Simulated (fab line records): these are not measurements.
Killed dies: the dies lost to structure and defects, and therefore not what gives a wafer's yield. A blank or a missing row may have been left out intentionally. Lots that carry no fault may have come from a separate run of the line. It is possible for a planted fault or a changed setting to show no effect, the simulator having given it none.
fab line records ; flow nand-harc
[record] lots = 12; wafers = 36; last-day = 25
route steps=1159 shown P_M0@273 P_M1@290 END@1159
lots with no fault: from the same line, run without faults
start-h: the number of hours between the record's first day and the start of the first shown wafer of the lot ; wait-h: hours since the lot's step before ; " same as the row above ; L1.1+2: a row that stands for several wafers ; - no value present, or no start provided ; * or withheld: withheld ; < > ~ a bound
route shown NAME@n: names a module that has steps shown in the file, with the first one's number in the route ; usual: the fault-free wafers' mean and standard deviation ; same: alike in all rows ; chamber/n: place in a boat ; sites: per-site readings ; _std_site: the values' standard deviation ; _edge_site: mean of outer sites minus mean of inner sites ; radius-mm: for every site, how far away it sits from the centre of the wafer ; mask NAME#n: copy n ; behind: the most recent tool/chamber to have shaped the wafer ; hold: what put the lot on hold/how long, in hours/how the hold closed ; device: names the non-switching transistor (n, p or np) ; end of line: the route-end tests of the same wafers ; a step with no rows: only its recipe ; killed: dies that structure and defects cost at the first sort, which is not the same as the wafer's yield ; map: dies across one wafer; x = killed, . = not, _ = none there
set.NAME: the setting that was run; set.NAME@STEP: the one run at that earlier step ; model.NAME: the simulator's own value behind a step, which no gauge read
a sample of lots followed through the steps of the route, with each step as a table and each wafer as a row
services: the hour from which a tool's chamber was out of use, counted from the record's first day as start-h (under 0 if before that day), plus the number of hours and why
[[steps]]
[step NHARC_P_M0_PRE_CLEAN_29]
[recipe] time-s = 30; temp-c = 280; gas = H2/He
[usual] heater-power-w = 421/37
lot.wafer;tool;chamber;start-h;wait-h;heater-power-w
L278.3;pvd-sputter-03;-;-;-;454
L278.2;pvd-sputter-03;-;-;-;387
L278.6;pvd-sputter-03;-;-;-;320
L277.1;pvd-sputter-01;-;-;-;405
L277.3;pvd-sputter-01;-;-;-;453
L277.6;pvd-sputter-01;-;-;-;401
L281.4;pvd-sputter-02;-;-;-;428
L281.1;pvd-sputter-02;-;-;-;382
L281.6;pvd-sputter-02;-;-;-;384
L282.4;pvd-sputter-01;-;-;-;480
L282.1;pvd-sputter-01;-;-;-;415
L282.6;pvd-sputter-01;-;-;-;483
L283.2;pvd-sputter-02;-;-;-;422
L283.4;pvd-sputter-02;-;-;-;389
L283.6;pvd-sputter-02;-;-;-;410
L285.2;pvd-sputter-03;-;-;-;451
L285.4;pvd-sputter-03;-;-;-;336
L285.1;pvd-sputter-03;-;-;-;401
L287.3;pvd-sputter-01;-;-;-;471
L287.5;pvd-sputter-01;-;-;-;447
L287.6;pvd-sputter-01;-;-;-;461
L291.3;pvd-sputter-01;-;-;-;475
L291.1;pvd-sputter-01;-;-;-;404
L291.5;pvd-sputter-01;-;-;-;438
L293.2;pvd-sputter-01;-;-;-;437
L293.4;pvd-sputter-01;-;-;-;433
L293.1;pvd-sputter-01;-;-;-;474
L294.3;pvd-sputter-01;-;-;-;437
L294.4;pvd-sputter-01;-;-;-;466
L294.1;pvd-sputter-01;-;-;-;392
L295.1;pvd-sputter-02;-;-;-;414
L295.6;pvd-sputter-02;-;-;-;379
L295.5;pvd-sputter-02;-;-;-;411
L299.2;pvd-sputter-01;-;-;-;445
L299.4;pvd-sputter-01;-;-;-;466
L299.5;pvd-sputter-01;-;-;-;447
[step NHARC_P_M0_INSPECT_27]
[usual] raw-defect-count = 285/110
lot.wafer;tool;chamber;start-h;wait-h;raw-defect-count
L278.2;defect-inspect-02;-;121.36;0.0;195
L278.3;defect-inspect-02;-;121.36;0.0;204
L278.6;defect-inspect-02;-;121.36;0.0;161
L277.1;defect-inspect-01;-;121.93;0.0;331
L277.3;defect-inspect-01;-;121.93;0.0;307
L277.6;defect-inspect-01;-;121.93;0.0;314
L281.1;defect-inspect-02;-;143.08;0.0;238
L281.4;defect-inspect-02;-;143.08;0.0;293
L281.6;defect-inspect-02;-;143.08;0.0;214
L282.1;defect-inspect-01;-;149.22;0.0;208
L282.4;defect-inspect-01;-;149.22;0.0;238
L282.6;defect-inspect-01;-;149.22;0.0;123
L283.2;defect-inspect-01;-;154.93;0.0;163
L283.4;defect-inspect-01;-;154.93;0.0;330
L283.6;defect-inspect-01;-;154.93;0.0;288
L285.1;defect-inspect-01;-;166.97;0.0;248
L285.2;defect-inspect-01;-;166.97;0.0;211
L285.4;defect-inspect-01;-;166.97;0.0;256
L287.3;defect-inspect-02;-;188.70;0.0;173
L287.5;defect-inspect-02;-;188.70;0.0;268
L287.6;defect-inspect-02;-;188.70;0.0;300
L291.1;defect-inspect-01;-;200.97;0.0;514
L291.3;defect-inspect-01;-;200.97;0.0;329
L291.5;defect-inspect-01;-;200.97;0.0;283
L293.1;defect-inspect-01;-;219.89;0.0;224
L293.2;defect-inspect-01;-;219.89;0.0;250
L293.4;defect-inspect-01;-;219.89;0.0;226
L294.1;defect-inspect-02;-;223.45;0.1;496
L294.3;defect-inspect-02;-;223.45;0.1;655
L294.4;defect-inspect-02;-;223.45;0.1;682
L295.1;defect-inspect-02;-;225.97;0.0;152
L295.5;defect-inspect-02;-;225.97;0.0;270
L295.6;defect-inspect-02;-;225.97;0.0;123
L299.2;defect-inspect-02;-;252.23;0.0;606
L299.4;defect-inspect-02;-;252.23;0.0;683
L299.5;defect-inspect-02;-;252.23;0.0;254
[step NHARC_P_M1_SOFTBAKE_04]
[recipe] temp-c = 105; time-s = 55
[usual] chill-plate-temp-C = 23.00/0.094; heater-power-total-W = 188.47/0.14
lot.wafer;tool;chamber;start-h;wait-h;chill-plate-temp-C;heater-power-total-W
L278.2;litho-track-01;0;123;-;22.98;188.30
L278.3;litho-track-01;0;123;-;22.83;188.42
L278.6;litho-track-01;0;123;-;23.03;188.48
L277.1;litho-track-04;0;123;-;22.99;188.63
L277.3;litho-track-04;0;123;-;23.01;188.34
L277.6;litho-track-04;0;123;-;22.94;188.43
L281.1;litho-track-01;0;144;-;22.96;188.49
L281.4;litho-track-01;0;144;-;23.12;188.48
L281.6;litho-track-01;0;144;-;22.94;188.36
L282.1;litho-track-01;0;150;-;22.95;188.40
L282.4;litho-track-01;0;150;-;22.85;188.77
L282.6;litho-track-01;0;150;-;23.12;188.43
L283.2;litho-track-01;0;156;-;22.96;188.40
L283.4;litho-track-01;0;156;-;23.02;188.34
L283.6;litho-track-01;0;156;-;23.11;188.54
L285.1;litho-track-04;0;168;-;23.05;188.36
L285.2;litho-track-04;0;168;-;23.08;188.52
L285.4;litho-track-04;0;168;-;23.04;188.24
L287.3;litho-track-01;0;189;-;23.03;188.76
L287.5;litho-track-01;0;189;-;23.05;188.49
L287.6;litho-track-01;0;189;-;23.01;188.60
L291.1;litho-track-01;0;201;-;23.05;173.45
L291.3;litho-track-01;0;201;-;22.83;173.63
L291.5;litho-track-01;0;201;-;22.90;173.54
L293.1;litho-track-01;0;220;-;22.99;173.49
L293.2;litho-track-01;0;220;-;23.02;173.55
L293.4;litho-track-01;0;220;-;22.96;173.83
L294.1;litho-track-06;0;224;-;22.99;188.76
L294.3;litho-track-06;0;224;-;23.13;188.40
L294.4;litho-track-06;0;224;-;22.99;188.38
L295.1;litho-track-04;0;227;-;22.91;188.37
L295.5;litho-track-04;0;227;-;22.87;188.43
L295.6;litho-track-04;0;227;-;22.80;188.33
L299.2;litho-track-06;0;253;-;23.06;188.43
L299.4;litho-track-06;0;253;-;23.05;188.43
L299.5;litho-track-06;0;253;-;23.11;188.55
[step NHARC_P_M1_ETCH_28]
[recipe] target-depth-a = 300; over-etch-frac = 0.3; time-s = 72.99; ion-energy-ev = 150; cf4-flow-sccm = 50; n2-flow-sccm = 100; ar-flow-sccm = 150; rf-w = 300; bias-w = 100; chemistry = CF4/N2
[usual] cf4-flow-sccm = 50.01/0.16; drypump-motor-current-A = 5.7/0.58; oes-product-au = 1.001/0.01; rf-vpp-V = 315.1/2.2; showerhead-plenum-p-Torr = 2.68/0.12; throttle-valve-pct = 19.794/0.0086
[same] over-etch-frac = 0.3
lot.wafer;tool;chamber;start-h;wait-h;cf4-flow-sccm;drypump-motor-current-A;oes-product-au;rf-hours-counter-h;rf-vpp-V;showerhead-plenum-p-Torr;throttle-valve-pct
L278.2;rie-diel-05;0;-;-;49.88;6.6;1.011;3;316.7;2.74;19.789
L278.3;rie-diel-05;2;-;-;49.82;6.3;0.991;4;317.5;2.83;19.793
L278.6;rie-diel-05;3;-;-;49.93;5.2;0.988;-;315.6;2.81;19.782
L277.3;rie-diel-07;1;-;-;49.86;5.5;0.981;5;313.9;2.61;19.799
L277.1;rie-diel-07;0;-;-;50.23;5.2;1.017;5;312.9;2.62;19.788
L277.6;rie-diel-07;1;-;-;49.88;5.6;0.975;-;314.5;2.61;19.778
L281.1;rie-diel-07;1;-;-;49.81;5.5;0.996;5;314.4;2.61;19.794
L281.4;rie-diel-07;3;-;-;50.02;6.1;0.994;5;314.2;2.52;19.793
L281.6;rie-diel-07;1;-;-;49.82;5.5;0.983;-;313.1;2.61;19.794
L282.4;rie-diel-05;1;-;-;50.04;4.8;1.012;4;317.0;2.82;19.789
L282.1;rie-diel-05;2;-;-;49.98;6.3;1.002;4;316.4;2.83;19.806
L282.6;rie-diel-05;0;-;-;50.21;6.6;1.004;-;315.2;2.74;19.807
L283.2;rie-diel-07;2;-;-;49.58;6.4;0.995;7;315.4;2.69;19.791
L283.4;rie-diel-07;0;-;-;49.71;5.1;1.011;7;314.3;2.62;19.791
L283.6;rie-diel-07;2;-;-;49.74;6.4;1.005;-;315.6;2.70;19.798
L285.1;rie-diel-11;3;-;-;50.21;5.3;1.018;10;312.7;2.48;19.808
L285.2;rie-diel-11;0;-;-;49.86;5.3;1.003;9;317.9;2.77;19.800
L285.4;rie-diel-11;2;-;-;49.96;6.1;0.999;10;316.5;2.76;19.783
L287.3;rie-diel-07;3;-;-;49.99;6.1;1.001;10;313.5;2.52;19.780
L287.6;rie-diel-07;2;-;-;49.93;6.4;1.001;-;315.7;2.69;19.784
L287.5;rie-diel-07;3;-;-;50.25;6.1;1.010;-;312.3;2.52;19.785
L291.3;rie-diel-07;0;-;-;49.98;5.2;0.991;11;313.8;2.62;19.791
L291.1;rie-diel-07;1;-;-;49.84;5.5;0.998;11;312.5;2.61;19.787
L291.5;rie-diel-07;1;-;-;49.95;5.5;0.994;-;315.4;2.61;19.779
L293.1;rie-diel-05;0;-;-;49.85;6.5;1.010;1;314.1;2.74;19.790
L293.2;rie-diel-05;1;-;-;49.98;4.8;0.997;1;318.0;2.82;19.787
L293.4;rie-diel-05;3;-;-;49.89;5.3;0.997;1;317.4;2.81;19.799
L294.1;rie-diel-07;0;-;-;49.90;5.2;1.016;12;314.7;2.62;19.788
L294.3;rie-diel-07;1;-;-;50.26;5.5;0.998;13;314.1;2.61;19.789
L294.4;rie-diel-07;2;-;-;50.07;6.4;0.995;13;314.4;2.69;19.785
L295.1;rie-diel-05;3;-;-;49.96;5.3;0.996;1;317.0;2.81;19.798
L295.6;rie-diel-05;3;-;-;50.29;5.2;1.000;-;317.7;2.81;19.792
L295.5;rie-diel-05;0;-;-;49.78;6.6;1.010;-;316.8;2.74;19.796
L299.2;rie-diel-07;2;-;-;49.92;6.4;0.996;2;314.6;2.69;19.806
L299.4;rie-diel-07;1;-;-;50.07;5.5;0.997;2;313.2;2.61;19.793
L299.5;rie-diel-07;2;-;-;49.70;6.4;0.990;-;313.7;2.69;19.789
[step NHARC_END_SORT_01]
[recipe] temp-c = 25
[usual] defect-limited-yield = 95.6/1.6; killed-at-array = 26/11; killed-at-other = 0.4/0.78; killed-at-periphery = 3.4/2.4; killed-dies = 29/11; killed-open = 3.1/1.9; killed-short = 1.9/1.4; sort_bin_2_pct = 1.3/0.63; sort_bin_3_pct = 0.20/0.18; sort_bin_4_pct = 2.8/1.1; sort-n-pass = 648/11; sort-rim-yield-pct = 95/3.4; sort-yield-pct = 95.6/1.6
[same] gross-dies = 677; sort_bin_5_pct[%] = 0; sort_bin_6_pct[%] = 0; sort_bin_7_pct[%] = 0; sort_bin_8_pct[%] = 0; sort-rim-n-gross = 106.00
lot.wafer;tool;chamber;start-h;wait-h;defect-limited-yield[%];killed-at-array;killed-at-other;killed-at-periphery;killed-dies;killed-open;killed-short;sort_bin_2_pct[%];sort_bin_3_pct[%];sort_bin_4_pct[%];sort-n-pass;sort-rim-yield-pct[%];sort-yield-pct[%]
L295.1;prober-01;0;591.29;2.5;98.5;7;0;3;10;2;1;0.4;0;1.0;667;99;98.5
L295.5;prober-01;0;594.49;3.7;98.1;13;0;0;13;3;0;0.7;0.44;0.7;664;98;98.1
L295.6;prober-01;0;595.29;4.0;98.1;11;0;2;13;2;1;0.4;0;1.5;664;95;98.1
L299.2;prober-01;0;599.84;2.8;97.0;17;0;3;20;3;3;0.7;0.15;2.1;657;92;97.0
L299.4;prober-01;0;601.43;3.4;97.3;17;0;1;18;3;2;0.7;0;1.9;659;98;97.3
L299.5;prober-01;0;602.22;3.7;96.6;19;1;3;23;3;2;0.7;0;2.7;654;95;96.6
// killed by level:class
L295.1 A_CHANNEL_HOLE_D1:chamber-film-flake=2 A_CONTACT:chamber-film-flake=2 P_GATE:geometric-particle:short=1 A_CONTACT:geometric-particle:open=1 A_BLC:geometric-particle:open=1 P_ZERO_WELL:chamber-film-flake=1 P_STI:chamber-film-flake=1 A_BLC:chamber-film-flake=1
L295.5 A_CHANNEL_HOLE_D1:chamber-film-flake=5 A_CONTACT:chamber-film-flake=4 A_CHANNEL_FILL_D1:geometric-particle:open=1 A_WL_FILL:geometric-particle:open=1 A_M0:geometric-particle:open=1 A_SLIT:chamber-film-flake=1
L295.6 A_CHANNEL_HOLE_D1:chamber-film-flake=6 P_GATE:geometric-particle:open=1 P_CONTACT:geometric-particle:open=1 A_SGD_CUT:geometric-particle:short=1 A_ZERO_WELL:chamber-film-flake=1 A_STAIRCASE:chamber-film-flake=1 A_WL_FILL:chamber-film-flake=1 A_CONTACT:chamber-film-flake=1
L299.2 A_CHANNEL_HOLE_D1:chamber-film-flake=4 A_CONTACT:chamber-film-flake=3 A_M1:chamber-film-flake=3 A_CONTACT:geometric-particle:open=2 P_GATE:chamber-film-flake=2 P_M0:geometric-particle:short=1 A_CONTACT:geometric-particle:short=1 A_M0:geometric-particle:open=1
L299.4 A_CHANNEL_HOLE_D1:chamber-film-flake=9 A_STAIRCASE:chamber-film-flake=2 A_M1:chamber-film-flake=2 P_STI:geometric-particle:short=1 A_SGD_CUT:geometric-particle:open=1 A_WL_FILL:geometric-particle:open=1 A_WL_FILL:geometric-particle:short=1 A_CONTACT:geometric-particle:open=1
L299.5 A_CHANNEL_HOLE_D1:chamber-film-flake=7 A_STAIRCASE:chamber-film-flake=3 A_CONTACT:chamber-film-flake=3 A_M1:chamber-film-flake=3 P_CONTACT:geometric-particle:short=1 P_M0:geometric-particle:open=1 A_SGD_CUT:geometric-particle:short=1 A_SLIT:geometric-particle:open=1
[[services]]
tool;chamber;start-h;hours;kind
rie-diel-07;0;109.20;-;clean
rie-diel-07;1;109.20;-;clean
rie-diel-07;2;109.20;-;clean
rie-diel-07;3;109.20;-;clean
litho-track-06;-;117.00;7.0;pm
rie-diel-07;3;127.61;2.2;repair
rie-diel-07;0;133.70;-;clean
rie-diel-07;1;133.70;-;clean
rie-diel-07;2;133.70;-;clean
rie-diel-07;3;133.70;-;clean
rie-diel-05;0;135.60;6.1;repair
pvd-sputter-03;-;140.79;10.0;pm
litho-track-04;-;141.00;7.0;pm
pvd-sputter-02;-;142.52;9.4;repair
pvd-sputter-01;-;158.00;10.0;pm
rie-diel-07;0;158.20;-;clean
rie-diel-05;-;163.60;9.0;pm
rie-diel-11;3;173.10;4.8;repair
rie-diel-05;-;184.13;0.2;repair
rie-diel-11;-;189.51;9.0;pm
pvd-sputter-02;-;214.00;10.0;pm
rie-diel-11;2;223.60;8.0;repair
rie-diel-07;-;228.20;9.0;pm
pvd-sputter-02;-;250.14;2.0;repair
[[key]]
[first-sign] step = NHARC_P_M1_SOFTBAKE_04; reading = heater-power-total-W; direction = down; sigmas = 99+; usual = *; struck = *
effect none on later readings
met-at NHARC_P_M1_SOFTBAKE_04
struck-lots L291,L293
not-acting-at NHARC_P_M0_PRE_CLEAN_29,NHARC_P_M0_INSPECT_27,NHARC_P_M1_ETCH_28
onset-between 189 201
[fault] kind = process-parameter-drift; tool = litho-track-01; chamber = -; onset-h = 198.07; steps = NHARC_P_M1_SOFTBAKE_04; channel = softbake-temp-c; offset = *; shape = step; end-h = 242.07; acts-in = *; stated = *
